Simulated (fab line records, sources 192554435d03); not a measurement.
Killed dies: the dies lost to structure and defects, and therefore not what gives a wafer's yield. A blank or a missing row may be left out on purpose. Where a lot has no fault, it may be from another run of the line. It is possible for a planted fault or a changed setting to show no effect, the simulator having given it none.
Split-lot study    flow n5-finfet    route with 1938 steps; 7 lots, 39 wafers read

== ON THE SPLIT ==
At N5_BEOL_M11_TRENCH_ETCH_37 (etches SiCOH lowk in C4F6/O2, target depth 148.83 nm, time 48 s), the setting target-depth-a was moved away from the recipe's 1488.3 angstrom on 15 of the 39 wafers read, by -42.1% to +48.2%. For the rest of the wafers, this setting stayed at what the recipe calls for.

== FROM THE SPLIT TO THE READING: what the file shows between them, 2 steps ==
- N5_BEOL_M11_ETCH_41: etches SiCN in CH3F/O2, target depth 42.6 nm, time 86 s
- N5_BEOL_M11_STRIP_77: strips in N2/H2, time 10 s

== THE READING ==
trench-depth-nm, in nm, at N5_BEOL_M11_OCD_MEAS_38. Typical for fault-free wafers on this fab line: 148 nm, with standard deviation 4.2 nm.

wafer   tool, chamber at the split  target-depth-a as run, angstrom  against the recipe  trench-depth-nm, nm  against lot-mates on the recipe
L075.1  rie-diel-03, 2              1207                             -18.9%              123                  -23
L075.2  rie-diel-03, 3              1207                             -18.9%              117                  -29
L075.3  rie-diel-03, 0              1488.3                           recipe              144                  -
L075.4  rie-diel-03, 1              1488.3                           recipe              147                  -
L075.5  rie-diel-03, 3              1488.3                           recipe              146                  -
L075.6  rie-diel-03, 2              1207                             -18.9%              121                  -25
L074.1  rie-diel-02, 0              1488.3                           recipe              157                  -
L074.2  rie-diel-02, 1              1488.3                           recipe              142                  -
L074.3  rie-diel-02, 2              1488.3                           recipe              150                  -
L074.4  rie-diel-02, 3              1488.3                           recipe              151                  -
L074.5  rie-diel-02, 2              1488.3                           recipe              150                  -
L074.6  rie-diel-02, 1              1488.3                           recipe              142                  -
L077.1  rie-diel-03, 0              1488.3                           recipe              144                  -
L077.2  rie-diel-03, 3              1488.3                           recipe              143                  -
L077.3  rie-diel-03, 1              861.5                            -42.1%              84                   -61
L077.4  rie-diel-03, 2              1488.3                           recipe              149                  -
L077.5  rie-diel-03, 1              861.5                            -42.1%              85                   -60
L077.6  rie-diel-03, 2              861.5                            -42.1%              86                   -59
L087.1  rie-diel-03, 2              1893                             +27.2%              189                  +44
L087.2  rie-diel-03, 0              1488.3                           recipe              144                  -
L087.3  rie-diel-03, 1              1488.3                           recipe              145                  -
L087.4  rie-diel-03, 3              1893                             +27.2%              182                  +37
L087.5  rie-diel-03, 3              1893                             +27.2%              183                  +38
L087.6  rie-diel-03, 2              1488.3                           recipe              147                  -
L091.1  rie-diel-03, 0,1            2058                             +38.3%              201                  +54
L091.2  rie-diel-03, 3              1488.3                           recipe              146                  -
L091.3  rie-diel-03, 0,1            2058                             +38.3%              201                  +54
L091.4  rie-diel-03, 2              1488.3                           recipe              150                  -
L091.5  rie-diel-03, 0              1488.3                           recipe              145                  -
L091.6  rie-diel-03, 1              2058                             +38.3%              201                  +54
L095.2  rie-diel-03, 1              1488.3                           recipe              145                  -
L095.4  rie-diel-03, 3              1488.3                           recipe              143                  -
L095.6  rie-diel-03, 3              1488.3                           recipe              143                  -
L094.1  rie-diel-02, 2              2206                             +48.2%              219                  +69
L094.2  rie-diel-02, 3              2206                             +48.2%              229                  +79
L094.3  rie-diel-02, 1              1488.3                           recipe              141                  -
L094.4  rie-diel-02, 0              2206                             +48.2%              234                  +84
L094.5  rie-diel-02, 3              1488.3                           recipe              152                  -
L094.6  rie-diel-02, 0              1488.3                           recipe              157                  -
If several chambers appear in one row, that row covers several wafers at once and the file leaves open which wafer was in which chamber.

FIT RESULTS
A straight line over all 39 wafers: trench-depth-nm changes by +1.51 nm for each +1% of target-depth-a; r = +0.99; the points scatter about the line by 4.9 nm.
The same after taking each lot's own level away (the mean of its wafers on the recipe; 39 wafers): +1.48 nm for each +1%; r = +0.99; scatter 4.2 nm.
Per that fit: largest target-depth-a move, reading shift of 71 nm.
From 143.7 to 150.0 nm: that is the span of the lots' own levels, equal to 1.5 times the standard deviation above.
Hence the lot-to-lot level has little effect on the slope; both slopes agree.
Check: +72.3 nm against its lot-mates is what the line predicts for one of the wafers moved furthest among these (+48.2%) when that wafer is left out of the fit. It came out at +69 nm against them.

== THESE WAFERS: OTHER SPLITS ==
Note: prior to the reading, these wafers also went through further splits. Each is held against what the fit with the lots' levels taken away leaves over:
other split on the same wafers         wafers away from the commonest value  r with trench-depth-nm (lot level and that fit taken away)
N5_BEOL_M5_DEP_56 target-thk-a         15                                    -0.27
N5_BEOL_M6_VIA_ETCH_34 target-depth-a  12                                    -0.05

== THE WHOLE CHAIN: every reading that the file lists as answering this split, in the file's order ==
step                        what it does                                                        reading                                                                            change (the file's fit)                                                               r (the file's)
N5_BEOL_M11_TRENCH_ETCH_37  etches SiCOH lowk in C4F6/O2, target depth 148.83 nm, time 48 s     etch.depth-nm (the simulator's own value, which no gauge read)                     +1.48 nm for each +1% of the setting                                                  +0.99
N5_BEOL_M11_TRENCH_ETCH_37  etches SiCOH lowk in C4F6/O2, target depth 148.83 nm, time 48 s     BEOL_M11.feature-depth-nm (the simulator's own value, which no gauge read)         +1.48 nm for each +1% of the setting                                                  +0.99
N5_BEOL_M11_TRENCH_ETCH_37  etches SiCOH lowk in C4F6/O2, target depth 148.83 nm, time 48 s     TiN_of_BEOL_M11_HM_DEP_02.thk-nm (the simulator's own value, which no gauge read)  -0.043 nm for each +1% of the setting                                                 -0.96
N5_BEOL_M11_OCD_MEAS_38                                                                         trench-depth-nm                                                                    +1.48 nm for each +1% of the setting                                                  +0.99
N5_BEOL_M11_CMP_52          polishes, stops on SiCOH lowk, t overpolish 7 s, target thk 140 nm  Cu_of_BEOL_M11_ECD_50.thk-nm (the simulator's own value, which no gauge read)      +1.46 nm for each +1% of the setting                                                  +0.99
N5_BEOL_M11_RS_MEAS_57      measures by four-point-probe                                        M11_RS                                                                             not straight: 0.305 at the lowest setting, 0.154 at the recipe, 0.093 at the highest  not given

== FILE'S OWN FIT ==
trench-depth-nm changes by +1.48 nm for each +1% of target-depth-a, r = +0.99.
